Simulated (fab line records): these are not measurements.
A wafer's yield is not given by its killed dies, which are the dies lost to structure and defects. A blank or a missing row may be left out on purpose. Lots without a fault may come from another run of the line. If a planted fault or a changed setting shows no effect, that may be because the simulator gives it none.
fab line records | flow nand-harc
[record] lots = 24 wafers = 72 last-day = 34
route steps=1302 shown A_CONTACT@1063 A_BLC@1117 A_M0@1148
lots that met no fault: from a run of the same line without faults
start-h: hours from the record's opening day to when the first of the lot's shown wafers began | wait-h: hours since the lot's step before | " identical to the entry in the row above | L1.1+2: a row that stands for several wafers | - no value present, or no start provided | * or withheld: withheld | < > ~ a bound
route shown NAME@n: a module of which the file shows steps, and the number in the route of the first | usual: mean/standard deviation of fault-free wafers | same: alike in all rows | chamber/n: place in a boat | sites: the reading at each site | _std_site: standard deviation across them | _edge_site: the outer-site mean with the inner-site mean subtracted | radius-mm: how far each site lies from the wafer's centre | mask NAME#n: copy n | behind: tool/chamber where the wafer was last shaped | hold: why the lot was held/for how many hours/how that ended | device: whichever transistor did not switch (one of n, p or np) | end of line: the tests these same wafers got at the end of their route | a step given without rows: its recipe and nothing more | killed: at the first sort, the dies lost to defects and structure; wafer yield is something else | map: dies across one wafer; x = killed, . = not, _ = none there
set.NAME: the setting as run; set.NAME@STEP: as run at that earlier step | model.NAME: the simulator's own value behind a step, which no gauge read
a sample of lots followed through the steps of the route, with each step as a table and each wafer as a row
services: a tool's chamber out of use, with start hour (start-h, from the record's first day; less than 0 if before it), hours out, and reason
[[steps]]
[step NHARC_A_CONTACT_ETCH_106]
[recipe] target-depth-a = 900 overetch-a = 90 time-s = 49.5 ion-energy-ev = 100 cf4-flow-sccm = 80 o2-flow-sccm = 20 ar-flow-sccm = 0 rf-w = 300 bias-w = 100 chemistry = CF4/O2
[usual] drypump-motor-current-A = 5.49/0.26 oes_f_703_au = 1.000/0.0045 oes-product-au = 1.001/0.0096 rf-vpp-V = 197.8/1.6 showerhead-plenum-p-Torr = 1.34/0.068 throttle-valve-pct = 13.398/0.0098
// columns lot.wafer tool chamber start-h wait-h drypump-motor-current-A oes_f_703_au oes-product-au rf-hours-counter-h rf-vpp-V showerhead-plenum-p-Torr throttle-valve-pct
L075.1 rie-diel-05 2 517.67 0.1 6.43 1.000 0.978 32 195.3 1.24 13.405
L075.2 " 3 " " 5.18 1.000 1.005 27 198.4 1.37 13.379
L075.5 " 2 " " 6.47 0.995 0.986 - 196.1 1.24 13.399
L074.3 rie-diel-03 3 521.07 0.1 5.62 0.992 0.996 11 197.3 1.38 13.392
L074.6 " 1 " " 5.30 1.001 1.016 - 195.4 1.24 13.396
L074.5 " 2 " " 5.17 0.999 1.011 - 199.4 1.40 13.395
L076.2 rie-diel-03 3 522.76 0.1 5.67 1.001 0.986 11 199.0 1.38 13.373
L076.5 " 3 " " 5.69 0.994 0.979 - 198.2 1.38 13.388
L076.6 " 0 " " 5.64 0.997 0.998 - 199.2 1.39 13.404
L078.1 rie-diel-03 0 529.84 0.1 5.67 0.999 1.000 13 199.1 1.39 13.390
L078.5 " 1 " " 5.32 1.000 1.003 - 195.7 1.24 13.394
L078.6 " 2 " " 5.13 1.006 1.013 - 199.6 1.40 13.390
L077.2 rie-diel-13 1 537.02 0.1 5.51 0.999 1.014 6 198.4 1.28 13.395
L077.3 " 3 " " 5.69 0.996 1.020 3 198.1 1.30 13.398
L077.5 " 2 " " 5.63 0.998 1.019 - 196.2 1.31 13.408
L079.1 rie-diel-05 1 568.90 0.1 5.29 1.003 1.007 47 195.3 1.26 13.416
L079.5 " 2 " " 6.45 0.994 0.992 - 195.2 1.23 13.393
L079.6 " 3 " " 5.15 1.007 1.008 - 198.1 1.36 13.406
L080.2 rie-diel-13 1 572.09 0.1 5.54 1.008 1.010 18 194.7 1.28 13.401
L080.3 " 2 " " 5.63 1.002 1.014 17 197.5 1.30 13.402
L080.5 " 1 " " 5.55 1.006 1.001 - 196.6 1.28 13.382
L081.4 rie-diel-03 0 575.31 0.1 5.65 1.001 0.998 20 199.8 1.39 13.402
L081.2 " 1 " " 5.28 0.998 0.994 18 195.4 1.24 13.393
L081.3 " 2 " " 5.13 1.005 1.009 18 198.0 1.40 13.394
L082.4 rie-diel-13 3 606.24 0.0 5.68 0.996 1.004 33 196.1 1.30 13.395
L082.2 " 1 " " 5.53 1.001 0.986 29 196.2 1.28 13.396
L082.1 " 2 " " 5.62 0.994 1.004 29 194.9 1.30 13.390
L084.2 rie-diel-03 1 606.41 0.0 5.31 0.999 1.001 23 194.9 1.23 13.395
L084.1 " 0 " " 5.65 1.001 0.987 26 200.7 1.39 13.399
L084.6 " 2 " " 5.16 1.008 1.015 - 198.9 1.40 13.386
L083.1 rie-diel-03 1 607.82 0.1 5.31 1.006 1.005 23 196.3 1.23 13.384
L083.3 " 3 " " 5.65 1.000 0.984 26 199.4 1.37 13.386
L083.2 " 0 " " 5.66 0.999 1.001 26 198.0 1.39 13.391
L085.2 rie-diel-03 0 622.53 0.0 5.71 0.997 1.003 29 198.6 1.39 13.398
L085.3 " 2 " " 5.16 0.997 1.011 26 198.2 1.40 13.400
L085.6 " 0 " " 5.66 0.999 1.005 - 198.3 1.39 13.406
L086.1 rie-diel-03 2 627.63 0.1 5.14 1.003 1.005 27 199.4 1.40 13.410
L086.2 " 3 " " 5.68 1.002 0.988 30 198.2 1.37 13.393
L086.5 " 1 " " 5.31 1.002 1.000 - 194.8 1.23 13.396
L087.1 rie-diel-13 3 640.77 0.1 5.70 1.000 1.003 48 198.4 1.29 13.378
L087.3 " 1 " " 5.54 1.000 1.000 44 199.4 1.27 13.389
L087.6 " 0 " " 5.30 1.001 1.001 - 196.3 1.24 13.403
L089.2 rie-diel-03 2 651.72 0.1 5.14 1.001 0.989 1 198.4 1.40 13.393
L089.6 " 2 " " 5.14 1.002 0.991 - 199.6 1.40 13.413
L089.5 " 3 " " 5.66 1.003 0.993 - 198.0 1.37 13.380
L088.2 rie-diel-03 3 657.99 0.1 5.66 0.993 0.994 2 198.6 1.37 13.404
L088.3 " 0 " " 5.63 0.996 0.996 3 199.9 1.39 13.410
L088.5 " 2 " " 5.15 0.994 1.001 - 199.4 1.40 13.411
L092.4 rie-diel-03 3 686.82 0.1 5.69 1.000 1.002 8 197.8 1.37 13.383
L092.1 " 0 " " 5.66 0.986 0.987 8 199.1 1.39 13.396
L092.2 " 1 " " 5.27 1.002 1.011 8 200.8 1.44 13.410
L090.2 rie-diel-13 2 690.36 2.9 5.63 0.995 0.991 62 196.5 1.29 13.393
L090.6 " 2 " " 5.61 1.003 0.990 - 197.3 1.30 13.389
L090.5 " 3 " " 5.71 1.004 1.007 - 196.8 1.29 13.389
L091.2 rie-diel-03 0 694.72 0.1 5.65 0.999 0.994 10 199.9 1.39 13.392
L091.4 " 1 " " 5.29 0.995 1.007 9 199.9 1.44 13.381
L091.6 " 3 " " 5.68 0.998 1.007 - 200.2 1.37 13.387
L095.2 rie-diel-03 0 704.24 0.1 5.67 1.007 0.991 11 198.6 1.39 13.398
L095.6 " 3 " " 5.69 1.003 0.998 - 198.8 1.37 13.394
L095.5 " 0 " " 5.69 0.996 0.998 - 198.0 1.39 13.408
L093.4 rie-diel-13 3 711.53 0.1 5.68 1.001 1.003 1 196.5 1.29 13.392
L093.1 " 1 " " 5.54 1.004 1.006 1 196.5 1.27 13.403
L093.6 " 3 " " 5.66 1.008 1.015 - 198.2 1.29 13.393
L094.4 rie-diel-13 2 712.91 0.1 5.62 1.002 1.006 1 197.5 1.29 13.406
L094.1 " 0 " " 5.31 1.006 0.991 1 200.2 1.45 13.396
L094.5 " 2 " " 5.62 1.001 1.019 - 197.2 1.29 13.401
L096.1 rie-diel-03 2 731.80 0.0 5.14 0.998 1.000 13 198.5 1.39 13.415
L096.3 " 0 " " 5.66 1.010 0.999 15 198.9 1.39 13.388
L096.4 " 1 " " 5.31 0.992 1.016 14 200.1 1.44 13.398
L097.2 rie-diel-13 0 744.88 0.1 5.28 0.994 0.998 17 198.1 1.44 13.394
L097.1 " 3 " " 5.70 1.000 0.994 16 198.4 1.29 13.405
L097.5 " 1 " " 5.54 1.009 1.001 - 197.4 1.27 13.389
[step NHARC_A_CONTACT_OVL_MEAS_09]
[usual] overlay-x-nm = 0.0/0.85 overlay-y-nm = 0.1/0.91
// columns lot.wafer tool chamber start-h wait-h overlay-x-nm overlay-y-nm
L075.1 overlay-01 - 521.23 - -1.0 -0.1
L075.2 " - " " -0.8 -0.1
L075.5 " - " " -1.5 -0.1
L074.3 overlay-02 - 524.25 - 0.3 1.0
L074.5 " - " " 0.7 1.6
L074.6 " - " " 0.8 1.1
L076.2 overlay-01 - 526.00 - -0.6 -0.1
L076.5 " - " " -0.1 0.5
L076.6 " - " " -0.8 0.4
L078.1 overlay-02 - 532.93 - 0.3 -0.9
L078.5 " - " " 0.3 -1.0
L078.6 " - " " 0.3 0.0
L077.2 overlay-02 - 540.12 - -1.3 0.1
L077.3 " - " " -1.0 0.2
L077.5 " - " " -1.3 0.3
L079.1 overlay-02 - 572.50 - 2.5 0.7
L079.5 " - " " 2.0 0.5
L079.6 " - " " 2.2 0.2
L080.2 overlay-02 - 575.67 - -0.2 -1.7
L080.3 " - " " -0.5 -1.3
L080.5 " - " " 0.1 -1.3
L081.2 overlay-01 - 579.34 - -1.1 -1.0
L081.3 " - " " -0.3 -0.9
L081.4 " - " " -0.2 -0.9
L082.1 overlay-01 - 611.05 - -0.7 -0.7
L082.2 " - " " -0.8 -0.6
L082.4 " - " " -0.6 -0.7
L084.1 overlay-02 - 612.78 - -0.2 -1.2
L084.2 " - " " -0.3 -0.2
L084.6 " - " " 0.0 -0.5
L083.1 overlay-01 - 612.97 - 0.8 1.2
L083.2 " - " " 0.4 1.4
L083.3 " - " " 1.1 1.1
L085.2 overlay-02 - 627.00 - 0.4 0.1
L085.3 " - " " 0.1 0.1
L085.6 " - " " 0.5 -0.1
L086.1 overlay-02 - 632.21 - -0.8 1.1
L086.2 " - " " -0.7 1.3
L086.5 " - " " -0.9 1.3
L087.1 overlay-02 - 643.96 - 1.3 -0.1
L087.3 " - " " 0.9 -0.4
L087.6 " - " " 0.9 0.1
L089.2 overlay-01 - 656.44 - -0.9 0.6
L089.5 " - " " -1.0 0.8
L089.6 " - " " -0.3 0.3
L088.2 overlay-02 - 661.09 - -0.9 -0.8
L088.3 " - " " -0.7 -0.7
L088.5 " - " " -0.9 -0.2
L092.1 overlay-02 - 692.78 - -0.3 0.8
L092.2 " - " " 0.2 1.0
L092.4 " - " " -0.2 0.8
L090.2 overlay-02 - 696.40 - 0.4 -0.9
L090.5 " - " " -0.1 -0.7
L090.6 " - " " 0.0 -0.8
L091.2 overlay-02 - 701.09 - 0.6 -0.5
L091.4 " - " " 0.3 -0.3
L091.6 " - " " 0.8 -0.1
L095.2 overlay-02 - 709.74 - 1.2 0.4
L095.5 " - " " 1.8 0.2
L095.6 " - " " 0.7 0.3
L093.1 overlay-01 - 715.86 - 0.5 0.6
L093.4 " - " " 0.9 0.4
L093.6 " - " " 0.6 0.9
L094.1 overlay-01 - 716.30 - -0.1 0.6
L094.4 " - " " 0.0 0.5
L094.5 " - " " -0.8 0.4
L096.1 overlay-01 - 735.13 - -0.5 -1.5
L096.3 " - " " -0.3 -1.3
L096.4 " - " " -0.8 -1.2
L097.1 overlay-02 - 754.05 - 0.0 1.7
L097.2 " - " " 0.5 2.1
L097.5 " - " " 0.7 2.1
[step NHARC_A_CONTACT_ETCH_30]
[recipe] target-depth-a = 726 time-s = 36.3 cf4-flow-sccm = 100 chf3-flow-sccm = 30 ar-flow-sccm = 0 rf-w = 500 bias-w = 200 chemistry = CF4/CHF3
[usual] drypump-motor-current-A = 5.45/0.26 oes-product-au = 0.930/0.018 rf-vpp-V = 371.2/2.8 showerhead-plenum-p-Torr = 1.59/0.079 throttle-valve-pct = 16.802/0.01
// columns lot.wafer tool chamber start-h wait-h drypump-motor-current-A oes-product-au rf-hours-counter-h rf-vpp-V showerhead-plenum-p-Torr throttle-valve-pct
L075.1 rie-diel-03 1 - - 5.30 0.985 10 366.8 1.46 16.794
L075.2 " 3 " " 5.65 0.952 11 372.8 1.62 16.812
L075.5 " 2 " " 5.15 0.974 - 372.3 1.65 16.800
L074.3 rie-diel-03 0 - - 5.64 0.916 12 373.0 1.64 16.810
L074.6 " 1 " " 5.28 0.927 - 367.9 1.46 16.808
L074.5 " 2 " " 5.12 0.930 - 372.6 1.65 16.812
L076.2 rie-diel-03 2 - - 5.13 0.921 11 374.0 1.65 16.797
L076.6 " 2 " " 5.16 0.924 - 373.6 1.65 16.798
L076.5 " 3 " " 5.66 0.904 - 372.4 1.62 16.804
L078.1 rie-diel-03 2 - - 5.14 0.932 12 374.0 1.65 16.807
L078.5 " 0 " " 5.69 0.920 - 372.6 1.64 16.799
L078.6 " 1 " " 5.29 0.921 - 367.3 1.46 16.820
L077.3 rie-diel-03 1 - - 5.32 0.916 13 366.3 1.46 16.796
L077.2 " 3 " " 5.64 0.908 14 371.7 1.62 16.803
L077.5 " 1 " " 5.31 0.925 - 367.2 1.46 16.801
L079.1 rie-diel-03 1 - - 5.32 0.921 18 365.9 1.46 16.798
L079.5 " 1 " " 5.32 0.933 - 365.9 1.46 16.789
L079.6 " 2 " " 5.15 0.931 - 373.5 1.65 16.790
L080.3 rie-diel-05 0 - - 5.59 0.925 46 373.7 1.67 16.814
L080.2 " 2 " " 6.46 0.916 50 366.9 1.46 16.804
L080.5 " 3 " " 5.14 0.941 - 371.4 1.61 16.814
L081.2 rie-diel-03 0 - - 5.66 0.919 20 372.3 1.64 16.796
L081.3 " 1 " " 5.30 0.930 18 365.9 1.46 16.796
L081.4 " 3 " " 5.68 0.921 20 371.2 1.62 16.797
L082.1 rie-diel-03 1 - - 5.29 0.929 23 366.3 1.46 16.794
L082.2 " 2 " " 5.13 0.931 23 373.4 1.65 16.783
L082.4 " 3 " " 5.69 0.907 26 371.4 1.62 16.795
L084.2 rie-diel-13 3 - - 5.67 0.928 37 368.7 1.53 16.798
L084.1 " 2 " " 5.62 0.924 33 369.2 1.53 16.800
L084.6 " 0 " " 5.31 0.936 - 367.0 1.46 16.790
L083.1 rie-diel-03 1 - - 5.30 0.919 25 366.2 1.46 16.815
L083.2 " 2 " " 5.16 0.929 25 373.4 1.64 16.794
L083.3 " 3 " " 5.66 0.912 28 370.7 1.62 16.809
L085.3 rie-diel-13 2 - - 5.60 0.930 37 368.2 1.53 16.816
L085.2 " 1 " " 5.53 0.919 38 367.6 1.51 16.803
L085.6 " 2 " " 5.61 0.927 - 369.3 1.53 16.795
L086.2 rie-diel-03 0 - - 5.62 0.918 31 373.0 1.64 16.799
L086.1 " 1 " " 5.31 0.914 27 367.5 1.46 16.807
L086.5 " 1 " " 5.30 0.921 - 366.2 1.46 16.812
L087.1 rie-diel-13 0 - - 5.26 0.925 49 366.6 1.46 16.814
L087.3 " 2 " " 5.65 0.932 45 369.5 1.53 16.769
L087.6 " 1 " " 5.53 0.927 - 368.1 1.50 16.788
L089.2 rie-diel-03 2 - - 5.17 0.926 2 372.8 1.64 16.796
L089.6 " 3 " " 5.67 0.927 - 371.6 1.61 16.810
L089.5 " 0 " " 5.67 0.920 - 374.0 1.64 16.795
L088.2 rie-diel-03 1 - - 5.30 0.938 3 374.6 1.70 16.795
L088.3 " 2 " " 5.13 0.915 3 373.0 1.64 16.802
L088.5 " 3 " " 5.66 0.930 - 372.0 1.61 16.805
L092.1 rie-diel-05 3 - - 5.16 0.962 28 371.8 1.60 16.819
L092.2 " 1 " " 5.30 0.984 34 369.2 1.48 16.800
L092.4 " 2 " " 6.44 0.966 29 374.4 1.69 16.790
L090.2 rie-diel-05 1 - - 5.29 0.930 36 366.7 1.48 16.810
L090.5 " 3 " " 5.17 0.939 - 369.9 1.60 16.809
L090.6 " 0 " " 5.58 0.924 - 374.2 1.66 16.788
L091.2 rie-diel-03 3 - - 5.66 0.922 10 373.3 1.61 16.812
L091.4 " 0 " " 5.65 0.922 11 373.0 1.63 16.795
L091.6 " 1 " " 5.32 0.925 - 373.4 1.70 16.798
L095.2 rie-diel-03 2 - - 5.13 0.921 11 371.7 1.64 16.797
L095.6 " 3 " " 5.66 0.921 - 372.5 1.61 16.813
L095.5 " 0 " " 5.65 0.919 - 372.1 1.63 16.797
L093.4 rie-diel-03 2 - - 5.17 0.921 12 373.1 1.64 16.799
L093.1 " 0 " " 5.64 0.918 13 371.8 1.63 16.796
L093.6 " 2 " " 5.16 0.908 - 375.0 1.64 16.816
L094.1 rie-diel-13 1 - - 5.55 0.925 4 366.1 1.50 16.796
L094.4 " 2 " " 5.63 0.941 3 369.2 1.53 16.791
L094.5 " 2 " " 5.61 0.943 - 368.3 1.53 16.803
L096.1 rie-diel-03 0 - - 5.62 0.926 16 373.2 1.63 16.813
L096.3 " 2 " " 5.14 0.924 14 373.5 1.64 16.811
L096.4 " 3 " " 5.64 0.927 15 373.0 1.61 16.780
L097.2 rie-diel-03 1 - - 5.32 0.989 17 374.2 1.70 16.804
L097.1 " 0 " " 5.64 0.955 18 372.6 1.63 16.791
L097.5 " 1 " " 5.33 0.986 - 374.4 1.70 16.781
[step NHARC_A_BLC_CD_MEAS_10]
[recipe] target-cd-nm = 100 landing-energy-ev = 500
[usual] cd-nm = 100.0/0.62
// columns lot.wafer tool chamber start-h wait-h cd-nm
L075.1 cd-sem-03 0 527.63 - 100.1
L075.2 " 0 " " 101.5
L075.5 " 0 " " 99.8
L074.3 cd-sem-01 0 530.45 - 100.2
L074.5 " 0 " " 100.1
L074.6 " 0 " " 99.6
L076.2 cd-sem-01 0 536.11 - 100.0
L076.5 " 0 " " 100.0
L076.6 " 0 " " 98.9
L078.1 cd-sem-03 0 539.17 - 99.6
L078.5 " 0 " " 100.9
L078.6 " 0 " " 100.7
L077.2 cd-sem-03 0 546.72 - 100.0
L077.3 " 0 " " 99.9
L077.5 " 0 " " 99.3
L079.1 cd-sem-03 0 578.73 - 100.5
L079.5 " 0 " " 100.2
L079.6 " 0 " " 100.6
L080.2 cd-sem-03 0 581.91 - 99.4
L080.3 " 0 " " 100.2
L080.5 " 0 " " 99.9
L081.2 cd-sem-01 0 585.62 - 99.6
L081.3 " 0 " " 100.0
L081.4 " 0 " " 99.3
L082.1 cd-sem-03 0 617.94 - 99.4
L082.2 " 0 " " 100.1
L082.4 " 0 " " 99.3
L084.1 cd-sem-02 0 619.04 - 99.0
L084.2 " 0 " " 99.6
L084.6 " 0 " " 98.8
L083.1 cd-sem-03 0 619.84 - 100.2
L083.2 " 0 " " 100.3
L083.3 " 0 " " 101.2
L085.2 cd-sem-01 0 636.73 - 99.6
L085.3 " 0 " " 100.8
L085.6 " 0 " " 100.3
L086.1 cd-sem-01 0 638.55 - 99.4
L086.2 " 0 " " 99.2
L086.5 " 0 " " 100.4
L087.1 cd-sem-03 0 650.15 - 101.4
L087.3 " 0 " " 100.2
L087.6 " 0 " " 99.9
L089.2 cd-sem-02 0 662.70 - 100.4
L089.5 " 0 " " 100.3
L089.6 " 0 " " 99.3
L088.2 cd-sem-02 0 667.17 - 99.6
L088.3 " 0 " " 98.9
L088.5 " 0 " " 100.7
L092.1 cd-sem-01 0 699.00 - 100.2
L092.2 " 0 " " 99.9
L092.4 " 0 " " 100.4
L090.2 cd-sem-03 0 702.81 - 100.6
L090.5 " 0 " " 100.5
L090.6 " 0 " " 101.2
L091.2 cd-sem-02 0 707.34 - 100.6
L091.4 " 0 " " 100.2
L091.6 " 0 " " 101.1
L095.2 cd-sem-03 0 716.03 - 100.3
L095.5 " 0 " " 100.0
L095.6 " 0 " " 100.7
L093.1 cd-sem-03 0 722.28 - 100.6
L093.4 " 0 " " 100.2
L093.6 " 0 " " 100.0
L094.1 cd-sem-01 0 722.75 - 98.5
L094.4 " 0 " " 99.6
L094.5 " 0 " " 99.3
L096.1 cd-sem-03 0 741.61 - 101.1
L096.3 " 0 " " 100.6
L096.4 " 0 " " 100.0
L097.1 cd-sem-02 0 760.46 - 99.4
L097.2 " 0 " " 100.5
L097.5 " 0 " " 99.9
[step NHARC_A_BLC_ALD_23]
[recipe] target-thk-a = 30 pulse-time-s = 1 ald-cycles = 150 temp-c = 450 material = TiN
[usual] heater-power-w = 1097/81 precursor-pulse-height-rel = 1.002/0.02
// columns lot.wafer tool chamber start-h wait-h heater-power-w precursor-pulse-height-rel
L075.2 ald-metal-02 0 529.61 - 1164 0.998
L075.1 " 2 " " 1269 1.019
L075.5 " 1 " " 972 0.991
L074.3 ald-metal-03 3 532.49 - 1142 1.004
L074.5 " 0 " " 1090 1.008
L074.6 " 2 " " 1049 0.981
L076.2 ald-metal-02 3 538.14 - 1129 1.006
L076.5 " 1 " " 960 0.968
L076.6 " 2 " " 1237 1.039
L078.1 ald-metal-03 3 541.20 - 1124 0.990
L078.5 " 2 " " 1074 0.980
L078.6 " 3 " " 1147 0.999
L077.2 ald-metal-02 2 548.73 - 1217 1.010
L077.3 " 3 " " 1171 0.982
L077.5 " 2 " " 1207 0.994
L079.1 ald-metal-01 1 580.78 - 1110 0.999
L079.6 " 2 " " 1037 0.998
L079.5 " 3 " " 1082 1.028
L080.3 ald-metal-02 0 583.92 - 1160 0.997
L080.2 " 2 " " 1223 1.030
L080.5 " 0 " " 1165 0.999
L081.4 ald-metal-01 3 587.62 - 1050 0.975
L081.2 " 0 " " 1039 1.013
L081.3 " 2 " " 1027 1.016
L082.2 ald-metal-02 2 620.17 - 1218 1.007
L082.1 " 3 " " 1114 0.972
L082.4 " 0 " " 1230 1.001
L084.2 ald-metal-01 0 621.09 - 1022 1.010
L084.1 " 1 " " 1115 0.995
L084.6 " 3 " " 1094 1.044
L083.2 ald-metal-03 3 621.88 - 1077 1.022
L083.3 " 1 " " 1230 0.999
L083.1 " 2 " " 1075 0.981
L085.3 ald-metal-02 1 638.74 - 974 0.961
L085.2 " 0 " " 1245 1.027
L085.6 " 1 " " 935 0.994
L086.2 ald-metal-01 0 640.58 - 1055 0.978
L086.1 " 2 " " 1079 1.015
L086.5 " 0 " " 1028 1.023
L087.1 ald-metal-02 1 652.39 - 964 0.977
L087.3 " 0 " " 1237 0.996
L087.6 " 0 " " 1223 0.991
L089.2 ald-metal-01 2 664.71 - 1057 0.995
L089.6 " 2 " " 1083 0.966
L089.5 " 3 " " 1073 1.003
L088.2 ald-metal-02 2 669.17 - 1236 0.995
L088.3 " 3 " " 1115 0.987
L088.5 " 2 " " 1194 0.991
L092.2 ald-metal-01 3 701.01 - 1100 1.001
L092.4 " 0 " " 1056 1.035
L092.1 " 1 " " 1124 1.000
L090.2 ald-metal-03 3 704.86 - 1076 1.004
L090.5 " 0 " " 1026 0.988
L090.6 " 1 " " 1234 0.992
L091.4 ald-metal-03 1 709.37 - 1217 1.013
L091.2 " 2 " " 1063 0.991
L091.6 " 1 " " 1209 0.988
L095.2 ald-metal-01 3 718.06 - 993 0.997
L095.6 " 1 " " 1094 0.989
L095.5 " 2 " " 1072 1.000
L093.4 ald-metal-01 1 724.28 - 1086 1.029
L093.1 " 3 " " 979 0.993
L093.6 " 1 " " 1097 1.018
L094.1 ald-metal-02 0 724.74 - 1186 0.996
L094.4 " 2 " " 1210 1.020
L094.5 " 1 " " 975 1.018
L096.1 ald-metal-02 3 743.60 - 1129 0.986
L096.3 " 1 " " 954 1.011
L096.4 " 2 " " 1234 0.956
L097.2 ald-metal-01 2 762.70 - 1084 0.988
L097.1 " 0 " " 1026 1.010
L097.5 " 2 " " 1107 0.988
[step NHARC_A_M0_OVL_MEAS_10]
[recipe] pitch-nm = 160
[usual] overlay-x-nm = -0.2/0.85 overlay-y-nm = 0.0/1
// columns lot.wafer tool chamber start-h wait-h overlay-x-nm overlay-y-nm
L075.1 overlay-02 - 531.73 - -1.4 -0.3
L075.2 " - " " -1.3 -0.3
L075.5 " - " " -1.6 -0.3
L074.3 overlay-01 - 534.61 - 0.4 0.5
L074.5 " - " " 1.2 0.0
L074.6 " - " " 1.5 -0.2
L076.2 overlay-01 - 540.14 - -0.9 0.2
L076.5 " - " " -0.8 0.2
L076.6 " - " " -1.1 0.1
L078.1 overlay-02 - 543.23 - 0.1 0.1
L078.5 " - " " 0.8 0.2
L078.6 " - " " 0.6 0.7
L077.2 overlay-02 - 550.85 - -0.8 -1.0
L077.3 " - " " -1.5 -1.7
L077.5 " - " " -0.9 -1.5
L079.1 overlay-02 - 582.71 - 0.3 0.0
L079.5 " - " " -0.1 0.3
L079.6 " - " " 0.1 0.5
L080.2 overlay-01 - 586.03 - 0.3 -0.7
L080.3 " - " " 0.4 -0.2
L080.5 " - " " 0.1 -0.5
L081.2 overlay-01 - 589.76 - 1.4 -0.5
L081.3 " - " " 1.8 -0.7
L081.4 " - " " 0.7 -0.4
L082.1 overlay-02 - 622.58 - -0.6 -1.9
L082.2 " - " " -1.1 -1.4
L082.4 " - " " -0.9 -1.2
L084.1 overlay-02 - 623.17 - 0.0 -2.3
L084.2 " - " " 0.1 -2.4
L084.6 " - " " -0.3 -2.6
L083.1 overlay-02 - 624.46 - 0.1 2.1
L083.2 " - " " 0.1 1.8
L083.3 " - " " 0.4 1.9
L085.2 overlay-02 - 640.86 - 0.8 -0.6
L085.3 " - " " 0.6 -0.8
L085.6 " - " " 0.4 -0.8
L086.1 overlay-01 - 642.55 - -0.2 0.8
L086.2 " - " " -0.6 0.9
L086.5 " - " " 0.0 0.6
L087.1 overlay-02 - 654.42 - 0.6 0.8
L087.3 " - " " 0.9 0.7
L087.6 " - " " 1.1 0.8
L089.2 overlay-01 - 666.83 - -0.2 0.3
L089.5 " - " " 0.3 -0.1
L089.6 " - " " 0.1 1.2
L088.2 overlay-02 - 671.33 - -0.5 -1.5
L088.3 " - " " -0.4 -1.6
L088.5 " - " " -0.3 -1.5
L092.1 overlay-02 - 702.99 - -1.3 1.0
L092.2 " - " " -1.2 0.8
L092.4 " - " " -0.5 0.4
L090.2 overlay-01 - 706.93 - -1.6 -0.9
L090.5 " - " " -1.5 -1.0
L090.6 " - " " -1.6 -1.7
L091.2 overlay-01 - 711.49 - -0.5 0.8
L091.4 " - " " -0.1 0.7
L091.6 " - " " 0.5 0.5
L095.2 overlay-01 - 720.30 - 0.7 0.2
L095.5 " - " " 0.4 0.0
L095.6 " - " " 0.8 0.3
L093.1 overlay-01 - 726.27 - 0.2 0.3
L093.4 " - " " -0.1 0.8
L093.6 " - " " -0.3 0.5
L094.1 overlay-02 - 726.84 - -0.8 1.0
L094.4 " - " " -0.8 0.5
L094.5 " - " " -0.5 1.3
L096.1 overlay-02 - 746.42 - 0.1 0.7
L096.3 " - " " -0.1 1.2
L096.4 " - " " 0.6 0.8
L097.1 overlay-01 - 764.80 - -1.4 0.0
L097.2 " - " " -1.3 -0.1
L097.5 " - " " -1.9 0.5
[[services]]
// columns tool chamber start-h hours kind
rie-diel-13 0 499.96 6.0 repair
ald-metal-02 0 501.20 19.7 repair
ald-metal-02 - 507.34 2.4 repair
rie-diel-05 3 519.22 5.4 repair
rie-diel-13 - 520.19 9.0 pm
ald-metal-01 - 526.00 10.0 pm
ald-metal-03 - 568.00 10.0 pm
rie-diel-05 - 583.68 9.0 pm
rie-diel-03 - 588.78 0.5 repair
ald-metal-01 0 593.63 22.4 repair
ald-metal-02 - 610.00 10.0 pm
ald-metal-01 2 622.47 3.5 repair
ald-metal-02 2 643.37 17.2 repair
rie-diel-13 0 666.80 4.1 repair
ald-metal-02 3 670.95 2.7 repair
ald-metal-02 0 696.36 27.6 repair
rie-diel-13 - 698.15 9.0 pm
ald-metal-01 - 704.00 10.0 pm
ald-metal-03 - 712.17 1.1 repair
rie-diel-03 2 716.99 10.6 repair
ald-metal-03 - 730.51 5.5 repair
rie-diel-05 2 740.63 7.4 repair
ald-metal-03 - 746.00 10.0 pm
rie-diel-05 - 760.68 9.0 pm
[[key]]
fault none
